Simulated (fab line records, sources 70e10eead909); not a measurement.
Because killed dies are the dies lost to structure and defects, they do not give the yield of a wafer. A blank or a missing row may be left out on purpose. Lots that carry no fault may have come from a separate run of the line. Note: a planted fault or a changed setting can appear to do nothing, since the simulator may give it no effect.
Which of the tools did it? | flow nand_harc | 18 wafers from 6 lots sampled at 4 of the route's 1302 steps

## WHAT THE GAUGES SHOWED, per wafer
NHARC_A_DECK1_JOINT_THK_MEAS_17: measures by ellipsometry.
lot  | measured     | on            | thk_nm (nm)
L157 | day 13 04:35 | film_metro-01 | 46.1 45.3 44.6
L159 | day 13 04:35 | film_metro-01 | 45.1 44.4 43.5
L167 | day 16 13:26 | film_metro-01 | 35.4 37.1 35.9
L172 | day 18 07:01 | film_metro-02 | 44.0 45.9 46.3
L176 | day 20 06:16 | film_metro-01 | 44.1 44.8 46.8
L178 | day 21 17:54 | film_metro-02 | 44.8 46.1 44.9

## WHICH TOOL RAN EACH LOT (tool, then ch and the chambers of the sampled wafers, then the start)
lot  | NHARC_A_CHANNEL_FILL_D1_ALD_16   | NHARC_A_DECK1_JOINT_CMP_02    | NHARC_A_DECK1_JOINT_DEP_16
L157 | ald_hk-01 ch 0,3, day 9 20:34    | cmp-02 ch 2,3, day 13 03:45   | pecvd-03 ch 0,1,2, day 13 04:23
L159 | ald_hk-01 ch 0,3, day 10 07:44   | cmp-04 ch 0,2, day 13 03:55   | pecvd-04 ch 0,1,2, day 13 04:19
L167 | ald_hk-04 ch 0,2,3, day 13 14:43 | cmp-02 ch 0,2,3, day 16 12:47 | pecvd-02 ch 1,2, day 16 13:09
L172 | ald_hk-01 ch 0,1,2, day 15 10:07 | cmp-03 ch 0,1,2, day 18 06:06 | pecvd-04 ch 0,1, day 18 06:44
L176 | ald_hk-04 ch 0,2,3, day 17 02:37 | cmp-04 ch 0,1,2, day 20 05:36 | pecvd-03 ch 1,2, day 20 06:01
L178 | ald_hk-02 ch 0,1,3, day 18 20:48 | cmp-02 ch 0,1,3, day 21 17:04 | pecvd-02 ch 0,1,2, day 21 17:37
- NHARC_A_CHANNEL_FILL_D1_ALD_16: deposits SiO2, target thk 1.5 nm, pulse time 10 s, ald cycles 15.
- NHARC_A_DECK1_JOINT_CMP_02: polishes SiOx.
- NHARC_A_DECK1_JOINT_DEP_16: deposits SiO2, target thk 45 nm.

## THE ANSWER, worked out from the rows above alone
Rule: what is usual is taken from the lots themselves. The widest of any qualifying gaps counts: lots, ordered by their means at a reading, are off when they make up no more than a third of the lots, leave a main group of 4 or more, and stand apart from it by 3 or more times the standard deviation of that group's means. Not used: any main group whose means are identical at the precision the tables above print for the reading. A lot without any number at a reading at which 4 lots or more have one is off too. Where the step has rows for the other lots, those lots are counted as sound.
Off: L167, at NHARC_A_DECK1_JOINT_THK_MEAS_17 (thk_nm). For the main group the mean is 45.1 nm and the standard deviation 0.39.
If a tool, at a process step before that reading, ran all the lots that are off and no sound lot after the first of them, it fits. The gauges at NHARC_A_DECK1_JOINT_THK_MEAS_17 are tried like those tools. No candidate that was tried fits.

## WHAT HAD BEEN PUT IN BY THE SIMULATOR
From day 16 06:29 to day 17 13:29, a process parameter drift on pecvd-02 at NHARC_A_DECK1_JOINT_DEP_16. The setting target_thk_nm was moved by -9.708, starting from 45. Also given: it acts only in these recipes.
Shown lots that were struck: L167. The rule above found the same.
